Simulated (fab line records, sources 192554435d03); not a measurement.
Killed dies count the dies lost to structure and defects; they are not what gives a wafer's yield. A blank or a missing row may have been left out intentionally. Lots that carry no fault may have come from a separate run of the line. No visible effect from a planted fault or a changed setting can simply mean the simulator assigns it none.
Problem report, 8D (eight disciplines) form, completed by code | flow n5Finfet | the parts of the form that need people (team, actions taken, sign-off) are left out

## 1. WHAT WENT WRONG
At N5_BEOL_M3_COAT_76, spinSpeedRpm averages 1460.2 rpm over 6 wafers from 2 lots, while fault-free wafers read 1500.1 rpm, standard deviation 0.93. Measured from the usual mean, that is -43 standard deviations.
The step: time 60 s, resist thk 5 nm.
First observed at day 8 07:17: wafer L775.3, on lithoTrack-05. The record has a number at this step for 12 wafers belonging to 4 lots. Rule for "out" (also "out of limits"): further than 4 standard deviations from the usual mean. The other wafers with a number count as sound.

## 2. WHAT IT IS AND WHAT IT IS NOT
question                    | is                     | is not
which readings at this step | spinSpeedRpm           | -
which lots                  | L775, L779             | L786, L792
which wafers of those lots  | all that have a number | -
read on which tools         | lithoTrack-05          | lithoTrack-04
when                        | from day 8 07:17       | up to then (0 sound wafers); but 6 sound wafers of L786, L792 came after

## 3. WHAT RULES OUT EACH SUSPECT
Counting: a tool at any process step up to the reading remains a suspect when it ran all the lots that are out and ran no sound lot after the first of those.
- lithoTrack-05 at N5_BEOL_M3_COAT_76 (time 60 s, resist thk 5 nm): ruled out as a lasting fault. The sound lots L792 went through it after L775, its earliest lot that is out (day 8 07:17).
Left after counting: nothing in the record.

## 4. THE CAUSE (what the simulator had put in)
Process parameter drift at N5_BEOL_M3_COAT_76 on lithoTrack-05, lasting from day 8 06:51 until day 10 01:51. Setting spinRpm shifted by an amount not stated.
Counting ruled it out, wrongly.

## 5. THE CHAIN OF EFFECTS, in route order
Each row: a reading where the mean over the struck wafers with a number is more than 3 standard deviations away from the usual. Readings are gone through only where the record gives a usual standard deviation; hours: the median, over the lots, of the time from a lot's start at the first step in this table giving one to that lot's start at this step; sigmas: the change measured in usual standard deviations.
hours | step               | reading      | usual      | on struck wafers | change | sigmas
0     | N5_BEOL_M3_COAT_76 | spinSpeedRpm | 1500.1 rpm | 1460.2           | -39.9  | -43
Process steps it contains:
- N5_BEOL_M3_COAT_76: time 60 s, resist thk 5 nm.
Later steps that measure or inspect, where all struck wafers having a row at the step show a number for every such reading and not one has moved that far: N5_BEOL_M4_RC_MEAS_101.

## 6. WHAT WOULD HAVE CAUGHT IT SOONER
0 hours passed between the start of the fault at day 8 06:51 and the first reading out of limits in this record, taken at day 8 07:17.
